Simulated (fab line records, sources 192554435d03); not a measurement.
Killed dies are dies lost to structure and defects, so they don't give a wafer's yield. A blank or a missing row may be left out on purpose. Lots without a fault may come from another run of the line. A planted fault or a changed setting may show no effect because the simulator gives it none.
A struck lot beside a sound one | flow n5_finfet | 15 steps out of a route of 1938
Sound: wafers L853.2, L853.3, L853.6. Struck: wafers L861.1, L861.5. (L861.6 of the same lot was not struck and is left out.) The cause comes at the end.
At each step with rows: each side's tool, then ch and its chambers, then its first start. Under that, the readings that differ: sound wafers | struck wafers | difference of the means | sigmas: that difference in standard deviations of wafers without a fault.
alike: readings whose means differ by less than 2 such deviations, and words and numbers that are the same on both sides. not compared: withheld readings, readings that some wafer has no value for, bounds like >300 that may hide the same value, and numbers for which the record gives no deviation and whose values overlap.
The two part at a step that has a row with sigmas, a row that says differs or no value, or rows on one side only. Numbers that don't overlap but have no deviation are shown without sigmas and don't part them. A reading that every wafer of one side lacks parts them only if that side has two wafers or more.

first, 8 steps without rows for these wafers: N5_MIM_TOP_LITHO_HMDS_01 (time 60 s); N5_MIM_TOP_LITHO_COAT_02; N5_MIM_TOP_LITHO_EBR_04; N5_MIM_TOP_LITHO_SOFTBAKE_03 (time 90 s); N5_MIM_TOP_LITHO_EXPOSE_05 (exposes mask MIM TOP, target cd 2000 nm); N5_MIM_TOP_LITHO_PEB_06; N5_MIM_TOP_LITHO_DEVELOP_07 (develop time 60 s); N5_MIM_TOP_LITHO_HARDBAKE_09 (time 120 s).
N5_MIM_TOP_LITHO_CD_MEAS_08: target cd 2000 nm.
  sound on cd_sem-03 ch 0, day 14 16:06; struck on cd_sem-02 ch 0, day 17 06:59
  alike: cd_nm
N5_MIM_TOP_LITHO_OVL_MEAS_11:
  sound on overlay-02 ch 0, day 14 16:08; struck on overlay-01 ch 0, day 17 07:01
  alike: MIM_TOP_OVL
N5_MIM_TOP_LITHO_INSPECT_12: inspects for defects (macro).
  sound on defect_inspect-02, day 14 16:09; struck on defect_inspect-02, day 17 07:02
  alike: raw_defect_count
N5_MIM_TOP_LITHO_DESCUM_10: chemistry O2, time 7.9 s.
  sound on rie_diel-04 ch 0,2,3, day 14 16:11; struck on rie_diel-04 ch 1,3, day 17 07:05
  alike: drypump_motor_current_A, oes_product_au, rf_vpp_V, showerhead_plenum_p_Torr, throttle_valve_pct
  not compared: rf_hours_counter_h
N5_MIM_TOP_ETCH_ETCH_00: etches TiN in Cl2/BCl3, target depth 38.5 nm.
  sound on rie_metal-02 ch 1, day 14 16:16; struck on rie_metal-02 ch 1, day 17 07:10
  reading                                  | sound             | struck      | difference | sigmas
  bias_w (W)                               | 126.2 126.5 126.4 | 92.5 92.2   | -34.0      | -90
  model.etch.depth_nm (nm)                 | 39.31 39.59 39.43 | 34.87 34.59 | -4.71      |
  model.MIM_TOP_ETCH.feature_depth_nm (nm) | 39.4 39.6 39.4    | 34.8 34.6   | -4.8       |
  alike: drypump_motor_current_A, oes_product_au, throttle_valve_pct
  not compared: rf_hours_counter_h
N5_MIM_TOP_ETCH_STRIP_01: strips in O2.
  sound on rie_diel-06 ch 1,2, day 14 16:25; struck on rie_diel-05 ch 1,3, day 17 07:24
  reading                     | sound          | struck    | difference | sigmas
  drypump_motor_current_A (A) | 6.5 6.1 6.5    | 5.7 5.1   | -1.0       | -2
  throttle_valve_pct (%)      | 17.1 16.8 17.2 | 16.4 16.2 | -0.7       | -2
  alike: oes_product_au, rf_vpp_V, showerhead_plenum_p_Torr
  not compared: rf_hours_counter_h
N5_PASSIVATION_PROBE_49:
  sound on prober-01, day 15 01:55; struck on prober-02, day 17 17:48
  reading         | sound | struck | difference | sigmas
  killed_at_other | 1 2 2 | 9 10   | +8         | +3
  alike: defect_limited_yield, killed_at_M0_to_M3, killed_at_M4_up, killed_at_contacts, killed_at_front_end, killed_dies, killed_on_rim, killed_open, killed_short, sort_bin_5_function, sort_bin_6_memory, sort_n_pass, sort_yield_pct

WHERE THEY PART
First at N5_MIM_TOP_ETCH_ETCH_00; last, within this record, at N5_PASSIVATION_PROBE_49.

WHY: what the simulator had put in
Process parameter drift: rie_metal-02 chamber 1, from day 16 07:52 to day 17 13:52, at N5_MIM_TOP_ETCH_ETCH_00. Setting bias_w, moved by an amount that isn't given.
